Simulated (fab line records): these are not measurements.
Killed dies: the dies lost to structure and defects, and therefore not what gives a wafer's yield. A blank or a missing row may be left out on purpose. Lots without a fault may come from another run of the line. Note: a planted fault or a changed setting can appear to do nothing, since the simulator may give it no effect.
Chamber matching || flow n5 finfet || cmp-03 running N5_GATE_CUT_CMP_43: 4 sister chambers
The step polishes SiO2. 4 wafers are shown with their chamber, then 9 later ones without.

== EACH WAFER AND ITS CHAMBER ==
{"wafer": "L080.5", "chamber": 0, "motor current A (A)": 11.5}
{"wafer": "L083.3", "chamber": 1, "motor current A (A)": 12.7}
{"wafer": "L090.2", "chamber": 2, "motor current A (A)": 12.5}
{"wafer": "L090.6", "chamber": 3, "motor current A (A)": 13.1}

== WAFERS MISSING THEIR CHAMBER ==
{"wafer": "L092.1", "motor current A (A)": 10.9}
{"wafer": "L092.2", "motor current A (A)": 12.8}
{"wafer": "L092.4", "motor current A (A)": 12.8}
{"wafer": "L094.1", "motor current A (A)": 11.0}
{"wafer": "L094.3", "motor current A (A)": 12.5}
{"wafer": "L094.4", "motor current A (A)": 12.4}
{"wafer": "L096.2", "motor current A (A)": 13.1}
{"wafer": "L096.5", "motor current A (A)": 13.1}
{"wafer": "L096.6", "motor current A (A)": 12.3}

== WHICH CHAMBER EACH ONE RAN IN ==
{"wafer": "L092.1", "from the rows above": 0, "in truth": 0}
{"wafer": "L092.2", "from the rows above": "can't be placed: 1 or 3 or 2", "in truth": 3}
{"wafer": "L092.4", "from the rows above": "can't be placed: 1 or 3 or 2", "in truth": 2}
{"wafer": "L094.1", "from the rows above": 0, "in truth": 0}
{"wafer": "L094.3", "from the rows above": "can't be placed: 2 or 1", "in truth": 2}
{"wafer": "L094.4", "from the rows above": "can't be placed: 2 or 1", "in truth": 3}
{"wafer": "L096.2", "from the rows above": "can't be placed: 3 or 1", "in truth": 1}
{"wafer": "L096.5", "from the rows above": "can't be placed: 3 or 1", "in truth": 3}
{"wafer": "L096.6", "from the rows above": "can't be placed: 2 or 1", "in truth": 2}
Placed correctly: 2 of 9. Can't be placed from these rows: 7 (the true chamber is among the candidates in 6). 0 placed wrongly.
How it was worked out, from the rows above alone: a wafer's distance from a chamber is the root of the sum, over the readings, of the square of ((its reading less the chamber's mean) divided by the reading's scatter). If the next closest chamber is less than 2 further off than the closest, the wafer can't be placed; otherwise it belongs to the closest. The mean given for a chamber averages the wafers shown for that chamber. The scatter: root of mean squared gap, hidden wafer to nearest shown wafer, with one shown wafer a chamber.
